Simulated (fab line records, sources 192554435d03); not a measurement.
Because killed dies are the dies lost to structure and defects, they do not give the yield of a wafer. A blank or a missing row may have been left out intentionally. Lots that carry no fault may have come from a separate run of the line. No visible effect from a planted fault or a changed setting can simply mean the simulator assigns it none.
fab line records -- flow n5-finfet
record: lots: 11, wafers: 33, last-day: 17
route steps=1938 shown BEOL_M12@1658 BEOL_M13@1674 PASSIVATION@1936
lots with no fault: from the same line, run without faults
start-h: hours from the record's first day to the start of the lot's first wafer shown -- wait-h: hours elapsed since this lot's preceding step -- " as in the row above -- L1.1+2: several wafers, shown together as one row -- - no value, or no start given -- * or withheld: withheld -- < > ~ a bound
route shown NAME@n: a module of which the file shows steps, and the number in the route of the first -- usual: mean/standard deviation of fault-free wafers -- same: alike in all rows -- chamber/n: place in a boat -- sites: the reading at each site -- _std_site: the values' standard deviation -- _edge_site: mean of outer sites minus mean of inner sites -- radius-mm: for every site, how far away it sits from the centre of the wafer -- mask NAME#n: copy n -- behind: the most recent tool/chamber to have shaped the wafer -- hold: the reason the lot was held/the length of the hold in hours/how it ended -- device: names the non-switching transistor (n, p or np) -- end of line: tests of these same wafers at the route's end -- for a step that has no rows: nothing shown but its recipe -- killed: dies that structure and defects cost at the first sort, which is not the same as the wafer's yield -- map: a wafer's dies, marking killed ones x, the rest . and places with no die _
set.NAME: setting as actually run; set.NAME@STEP: the setting as run at that earlier step -- model.NAME: the simulator's own value behind a step, which no gauge read
route steps across a sampled set of lots; one table per step, one row per wafer
services: a tool's chamber out of use, with start hour (start-h, from the record's first day; less than 0 if before it), hours out, and reason
== steps ==
step: N5_BEOL_M12_INSPECT_55
recipe: inspect-instrument: darkfield, mode: post-dep
usual: raw-defect-count: 80/28
lot.wafer,tool,chamber,start-h,wait-h,raw-defect-count
L463.3,defect-inspect-01,-,253.71,0.0,79
L463.5,defect-inspect-01,-,253.71,0.0,75
L463.6,defect-inspect-01,-,253.71,0.0,68
L467.4,defect-inspect-01,-,263.78,0.0,45
L467.5,defect-inspect-01,-,263.78,0.0,38
L467.6,defect-inspect-01,-,263.78,0.0,38
L466.1,defect-inspect-02,-,264.03,0.0,53
L466.3,defect-inspect-02,-,264.03,0.0,70
L466.5,defect-inspect-02,-,264.03,0.0,65
L468.2,defect-inspect-02,-,264.56,0.0,101
L468.3,defect-inspect-02,-,264.56,0.0,91
L468.6,defect-inspect-02,-,264.56,0.0,77
L471.1,defect-inspect-02,-,296.51,0.0,84
L471.4,defect-inspect-02,-,296.51,0.0,75
L471.6,defect-inspect-02,-,296.51,0.0,135
L474.3,defect-inspect-01,-,312.63,0.0,46
L474.4,defect-inspect-01,-,312.63,0.0,59
L474.6,defect-inspect-01,-,312.63,0.0,60
L477.4,defect-inspect-01,-,320.07,0.0,82
L477.5,defect-inspect-01,-,320.07,0.0,86
L477.6,defect-inspect-01,-,320.07,0.0,88
L476.2,defect-inspect-02,-,320.41,0.0,170
L476.3,defect-inspect-02,-,320.41,0.0,120
L476.6,defect-inspect-02,-,320.41,0.0,136
L475.2,defect-inspect-01,-,328.19,0.0,96
L475.4,defect-inspect-01,-,328.19,0.0,84
L475.5,defect-inspect-01,-,328.19,0.0,91
L479.1,defect-inspect-02,-,328.37,0.0,105
L479.2,defect-inspect-02,-,328.37,0.0,96
L479.6,defect-inspect-02,-,328.37,0.0,58
L483.1,defect-inspect-01,-,362.96,0.0,105
L483.2,defect-inspect-01,-,362.96,0.0,56
L483.6,defect-inspect-01,-,362.96,0.0,64
step: N5_BEOL_M13_VIA_ETCH_16
recipe: chemistry: C4F8/O2/Ar, target: SiOC, pressure-mtorr: 30, source-w: 3000, bias-w: 700, Ar_flow_sccm: 400, C4F8_flow_sccm: 15, O2_flow_sccm: 8, he-inner-torr: 15, he-outer-torr: 30, target-depth-a: 9217, time-s: withheld, ion-energy-ev: 250, ends: cleared
usual: drypump-motor-current-A: 5.87/0.24, oes-product-au: 0.73/0.089, rf-vpp-V: 665.7/2.7, showerhead-plenum-p-Torr: 3.43/0.092, throttle-valve-pct: 24.25/0.24
lot.wafer,tool,chamber,start-h,wait-h,drypump-motor-current-A,oes-product-au,rf-vpp-V,showerhead-plenum-p-Torr,throttle-valve-pct
L463.3,rie-diel-06,0,254.45,0.0,5.85,0.87,668.4,3.49,24.22
L463.5,rie-diel-06,1,254.45,0.0,5.99,0.87,665.7,3.49,23.84
L463.6,rie-diel-06,0,254.45,0.0,5.85,0.88,667.9,3.49,24.22
L467.4,rie-diel-06,2,264.44,0.0,5.77,0.64,667.6,3.53,24.38
L467.5,rie-diel-06,3,264.44,0.0,6.16,0.70,662.8,3.31,24.37
L467.6,rie-diel-06,0,264.44,0.0,5.85,0.85,668.0,3.49,24.23
L466.1,rie-diel-04,3,264.75,0.0,5.49,0.64,664.3,3.37,24.45
L466.3,rie-diel-04,2,264.75,0.0,5.80,0.79,663.7,3.33,23.54
L466.5,rie-diel-04,0,264.75,0.0,5.83,0.68,669.0,3.52,24.51
L468.2,rie-diel-06,3,265.29,0.0,6.14,0.69,663.1,3.31,24.37
L468.3,rie-diel-06,0,265.29,0.0,5.85,0.84,668.3,3.49,24.23
L468.6,rie-diel-06,1,265.29,0.0,5.96,0.86,667.1,3.49,23.85
L471.1,rie-diel-02,1,297.18,0.0,5.89,0.61,663.7,3.36,24.56
L471.4,rie-diel-02,0,297.18,0.0,6.08,0.65,664.9,3.40,24.50
L471.6,rie-diel-02,2,297.18,0.0,5.30,0.67,661.7,3.27,24.02
L474.3,rie-diel-06,1,313.30,0.0,5.96,0.82,667.8,3.48,23.87
L474.4,rie-diel-06,2,313.30,0.0,5.77,0.63,668.2,3.51,24.41
L474.6,rie-diel-06,1,313.30,0.0,5.98,0.82,667.6,3.48,23.86
L477.4,rie-diel-06,1,320.76,0.0,5.97,0.80,666.3,3.48,23.89
L477.5,rie-diel-06,2,320.76,0.0,5.78,0.62,669.1,3.51,24.39
L477.6,rie-diel-06,3,320.76,0.0,6.16,0.68,662.6,3.29,24.38
L476.2,rie-diel-06,0,321.20,0.0,5.86,0.81,667.2,3.48,24.26
L476.3,rie-diel-06,3,321.20,0.0,6.16,0.68,662.3,3.29,24.40
L476.6,rie-diel-06,2,321.20,0.0,5.79,0.62,667.4,3.51,24.41
L475.2,rie-diel-06,3,329.21,0.0,6.13,0.68,661.8,3.29,24.39
L475.4,rie-diel-06,2,329.21,0.0,5.76,0.63,667.3,3.51,24.41
L475.5,rie-diel-06,1,329.21,0.0,5.96,0.81,666.6,3.48,23.88
L479.1,rie-diel-02,2,329.58,0.0,5.30,0.66,662.1,3.26,24.05
L479.2,rie-diel-02,0,329.58,0.0,6.09,0.64,664.2,3.39,24.53
L479.6,rie-diel-02,3,329.58,0.0,5.58,0.82,668.1,3.47,24.06
L483.1,rie-diel-02,1,363.63,0.0,5.90,0.83,664.2,3.35,24.24
L483.2,rie-diel-02,2,363.63,0.0,5.31,0.64,661.4,3.26,24.06
L483.6,rie-diel-02,1,363.63,0.0,5.92,0.82,663.7,3.35,24.23
step: N5_BEOL_M13_STRIP_71
recipe: chemistry: post-etch-residue-remover, time-s: 60, temp-c: 25, remover-ph: withheld, remover-water-wt-pct: withheld, remover-fluoride-wt-pct: withheld
usual: run-length-s: 69/3.1, temp-c: 25.01/0.11
lot.wafer,tool,chamber,start-h,wait-h,run-length-s,temp-c
L463.3,wet-bench-05,3,254.83,0.0,68,24.83
L463.5,wet-bench-05,1,254.83,0.0,67,25.00
L463.6,wet-bench-05,2,254.83,0.0,66,25.16
L467.4,wet-bench-01,0,264.82,0.0,66,25.05
L467.5,wet-bench-01,3,264.82,0.0,66,24.92
L467.6,wet-bench-01,2,264.82,0.0,67,25.01
L466.1,wet-bench-05,0,265.14,0.1,68,24.96
L466.3,wet-bench-05,7,265.14,0.1,66,24.92
L466.5,wet-bench-05,6,265.14,0.1,66,24.98
L468.2,wet-bench-05,0,265.73,0.1,73,24.95
L468.3,wet-bench-05,3,265.73,0.1,73,24.82
L468.6,wet-bench-05,6,265.73,0.1,73,24.79
L471.1,wet-bench-05,3,297.56,0.1,72,25.25
L471.4,wet-bench-05,0,297.56,0.1,72,24.88
L471.6,wet-bench-05,4,297.56,0.1,72,24.91
L474.3,wet-bench-01,7,313.68,0.0,72,24.98
L474.4,wet-bench-01,1,313.68,0.0,73,25.03
L474.6,wet-bench-01,2,313.68,0.0,74,24.99
L477.4,wet-bench-01,3,321.14,0.0,66,25.03
L477.5,wet-bench-01,2,321.14,0.0,67,24.91
L477.6,wet-bench-01,4,321.14,0.0,67,25.19
L476.2,wet-bench-06,1,321.58,0.1,67,24.99
L476.3,wet-bench-06,2,321.58,0.1,65,25.00
L476.6,wet-bench-06,4,321.58,0.1,68,25.05
L475.2,wet-bench-05,1,329.60,0.1,-,-
L475.4,wet-bench-05,7,329.60,0.1,-,-
L475.5,wet-bench-05,4,329.60,0.1,-,-
L479.1,wet-bench-05,0,330.01,0.1,-,-
L479.2,wet-bench-05,5,330.01,0.1,-,-
L479.6,wet-bench-05,3,330.01,0.1,-,-
L483.1,wet-bench-06,6,364.01,0.1,68,24.92
L483.2,wet-bench-06,0,364.01,0.1,67,24.93
L483.6,wet-bench-06,2,364.01,0.1,65,24.96
step: N5_BEOL_M13_CD_MEAS_17
recipe: target-cd-nm: 190, polarity: opening
usual: cd-nm: 190.6/1.2
lot.wafer,tool,chamber,start-h,wait-h,cd-nm
L463.3,cd-sem-03,-,254.90,0.0,191.0
L463.5,cd-sem-03,-,254.90,0.0,191.2
L463.6,cd-sem-03,-,254.90,0.0,189.9
L467.4,cd-sem-01,-,264.89,0.0,191.2
L467.5,cd-sem-01,-,264.89,0.0,191.3
L467.6,cd-sem-01,-,264.89,0.0,192.3
L466.1,cd-sem-03,-,265.20,0.0,192.5
L466.3,cd-sem-03,-,265.20,0.0,190.1
L466.5,cd-sem-03,-,265.20,0.0,190.2
L468.2,cd-sem-01,-,265.79,0.0,191.8
L468.3,cd-sem-01,-,265.79,0.0,192.1
L468.6,cd-sem-01,-,265.79,0.0,192.5
L471.1,cd-sem-03,-,297.62,0.0,191.0
L471.4,cd-sem-03,-,297.62,0.0,190.8
L471.6,cd-sem-03,-,297.62,0.0,191.5
L474.3,cd-sem-03,-,313.78,0.0,190.6
L474.4,cd-sem-03,-,313.78,0.0,191.0
L474.6,cd-sem-03,-,313.78,0.0,191.5
L477.4,cd-sem-01,-,321.21,0.0,192.8
L477.5,cd-sem-01,-,321.21,0.0,191.2
L477.6,cd-sem-01,-,321.21,0.0,191.4
L476.2,cd-sem-01,-,321.64,0.0,189.6
L476.3,cd-sem-01,-,321.64,0.0,189.7
L476.6,cd-sem-01,-,321.64,0.0,190.4
L475.2,cd-sem-03,-,329.66,0.0,189.3
L475.4,cd-sem-03,-,329.66,0.0,188.8
L475.5,cd-sem-03,-,329.66,0.0,189.9
L479.1,cd-sem-03,-,330.07,0.0,189.8
L479.2,cd-sem-03,-,330.07,0.0,190.8
L479.6,cd-sem-03,-,330.07,0.0,191.5
L483.1,cd-sem-03,-,364.07,0.0,191.2
L483.2,cd-sem-03,-,364.07,0.0,189.9
L483.6,cd-sem-03,-,364.07,0.0,190.4
step: N5_PASSIVATION_PROBE_49
usual: defect-limited-yield: 91.0/1.5, killed_at_M0_to_M3: 36/12, killed_at_M4_up: 14/5.5, killed-at-contacts: 11/4.8, killed-at-front-end: 42/12, killed-at-other: 3.7/2.7, killed-dies: 106/18, killed-open: 70/13, killed-short: 35/8.2, sort_bin_5_function: 5.3/1, sort_bin_6_memory: 3.3/0.69, sort_bin_8_speed: 0.00/0.007, sort-n-pass: 1074/18, sort-yield-pct: 91.0/1.5
same: gross-dies: 1180, killed-at-back-side: 0, sort_bin_4_leakage[%]: 0
lot.wafer,tool,chamber,start-h,wait-h,defect-limited-yield[%],killed_at_M0_to_M3,killed_at_M4_up,killed-at-contacts,killed-at-front-end,killed-at-other,killed-dies,killed-open,killed-short,sort_bin_5_function[%],sort_bin_6_memory[%],sort_bin_8_speed[%],sort-n-pass,sort-yield-pct[%]
L471.1,prober-02,-,326.51,0.0,92.5,47,8,10,22,2,89,54,35,4.4,2.9,0,1091,92.5
L471.4,prober-02,-,326.66,0.2,91.3,48,15,12,25,3,103,78,23,5.6,3.1,0,1077,91.3
L471.6,prober-02,-,326.76,0.3,90.5,35,9,20,45,3,112,70,42,5.5,3.6,0,1068,90.5
killed by level:class
L471.1 BEOL_M0_SAQP:geometric-particle:short=11 BEOL_M1:geometric-particle:open=11 MOL_CONTACT_COAG:geometric-particle:open=8 BEOL_M3:geometric-particle:open=8 BEOL_M0_SAQP:geometric-particle:open=5 DUMMY_GATE:geometric-particle:open=4 BEOL_M2:geometric-particle:short=4 STARTING-WAFER:geometric-particle:short=4
L471.4 BEOL_M1:geometric-particle:open=24 MOL_CONTACT_COAG:geometric-particle:open=10 BEOL_M3:geometric-particle:open=7 BEOL_M0_SAQP:geometric-particle:short=5 BEOL_M0_SAQP:geometric-particle:open=5 BEOL_M4:geometric-particle:open=5 FIN_SAQP:geometric-particle:short=4 STI_FIN_REVEAL:geometric-particle:open=4
L471.6 MOL_CONTACT_COAG:geometric-particle:open=16 FIN_SAQP:geometric-particle:open=15 FIN_SAQP:geometric-particle:short=12 BEOL_M0_SAQP:geometric-particle:open=9 BEOL_M1:geometric-particle:open=9 BEOL_M0_SAQP:geometric-particle:short=7 BEOL_M3:geometric-particle:open=5 GATE_CUT:geometric-particle:short=4
== services ==
tool,chamber,start-h,hours,kind
rie-diel-02,3,240.04,7.0,repair
rie-diel-06,0,240.32,-,clean
rie-diel-06,0,240.32,-,consumable-replace:focus-ring
rie-diel-06,0,240.32,11.9,scheduled-down
rie-diel-06,0,240.32,11.9,vent-cycle
rie-diel-04,3,256.08,4.6,repair
rie-diel-04,-,270.47,28.1,pm
rie-diel-02,3,286.50,12.4,repair
wet-bench-01,-,290.19,1.1,repair
rie-diel-02,1,298.96,-,clean
rie-diel-02,1,298.96,-,consumable-replace:focus-ring
rie-diel-02,1,298.96,24.0,scheduled-down
rie-diel-02,1,298.96,24.0,vent-cycle
rie-diel-04,2,300.05,8.2,repair
rie-diel-06,2,315.03,5.0,repair
rie-diel-04,2,334.34,3.7,repair
rie-diel-04,3,338.15,-,clean
rie-diel-04,3,338.15,-,consumable-replace:focus-ring
rie-diel-04,3,338.15,16.6,scheduled-down
rie-diel-04,3,338.15,16.6,vent-cycle
== key ==
first-sign: step: N5_BEOL_M13_STRIP_71, reading: tool-record, direction: missing
effect none on later readings
met-at N5_BEOL_M13_STRIP_71
struck-lots L475,L479
not-acting-at N5_BEOL_M12_INSPECT_55,N5_BEOL_M13_VIA_ETCH_16,N5_BEOL_M13_CD_MEAS_17
onset-between 297.56 329.60
fault: kind: skipped-step-whole, tool: wet-bench-05, chamber: -, onset-h: 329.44, steps: N5_BEOL_M13_STRIP_71, scope: struck-lots-only
